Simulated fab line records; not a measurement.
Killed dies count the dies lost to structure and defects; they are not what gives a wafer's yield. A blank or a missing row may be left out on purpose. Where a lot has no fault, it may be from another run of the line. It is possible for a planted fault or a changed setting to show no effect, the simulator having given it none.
8D (eight disciplines) problem report, filled in by code ; flow nand-harc ; the parts of the form that need people (team, actions taken, sign-off) are left out

== 1. THE PROBLEM ==
heater-power-total-W at NHARC_P_M0_PEB_07 reads a mean of 160.1 W on 6 wafers of 2 lots; wafers without a fault read 156.6 W with a standard deviation of 0.43. That is +8.1 standard deviations from the usual mean.
The step: peb time 65 s.
First observed at day 9 05:51: wafer L302.3, on litho-track-01. The record holds 36 wafers of 12 lots with a number at this step. The rule behind "out" and "out of limits": a value lying over 4 standard deviations away from the usual mean. All remaining wafers that have a number are taken as sound.

== 2. WHAT THIS IS AND IS NOT ==
question;is;is not
which readings at this step;heater-power-total-W;exhaust-pa
which lots;L302, L303;L295, L301, L308, L310, L311, L312, L313, L314, L316, L318
which wafers of those lots;all that have a number;-
read on which tools;litho-track-01;litho-track-04, litho-track-06
when;from day 9 05:51;"up to then (6 sound wafers); but 24 sound wafers of L308, L310, L311, L312, L313, L314, L316, L318 came after"

== 3. SUSPECTS, AND WHAT RULES EACH OUT ==
Counting: a tool at any process step up to the reading remains a suspect when it ran all the lots that are out and ran no sound lot after the first of those.
- litho-track-01 at NHARC_P_M0_PEB_07 (peb time 65 s): ruled out as a lasting fault. Sound lots L311, L312, L313 ran on it after its first lot that is out, L302 (day 9 05:51).
Left after counting: nothing in the record.

== 4. THE CAUSE (what the simulator had put in) ==
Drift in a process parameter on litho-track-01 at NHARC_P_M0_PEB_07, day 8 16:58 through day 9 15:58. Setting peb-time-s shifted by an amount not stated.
Counting ruled it out, wrongly.

== 5. THE CHAIN OF EFFECTS, in route order ==
Each row: a reading where the mean over the struck wafers with a number is more than 3 standard deviations away from the usual. Readings are gone through only where the record gives a usual standard deviation; hours: the median, over the lots, of the time from a lot's start at the first step in this table giving one to that lot's start at this step; sigmas: the change measured in usual standard deviations.
hours;step;reading;usual;on struck wafers;change;sigmas
0;NHARC_P_M0_PEB_07;heater-power-total-W;156.6 W;160.1;+3.5;+8.1
Its process steps:
- NHARC_P_M0_PEB_07: peb time 65 s.

== 6. HOW IT WOULD HAVE BEEN CAUGHT EARLIER ==
The fault began at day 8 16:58; the first out-of-limits reading in this record came at day 9 05:51, 13 hours later.
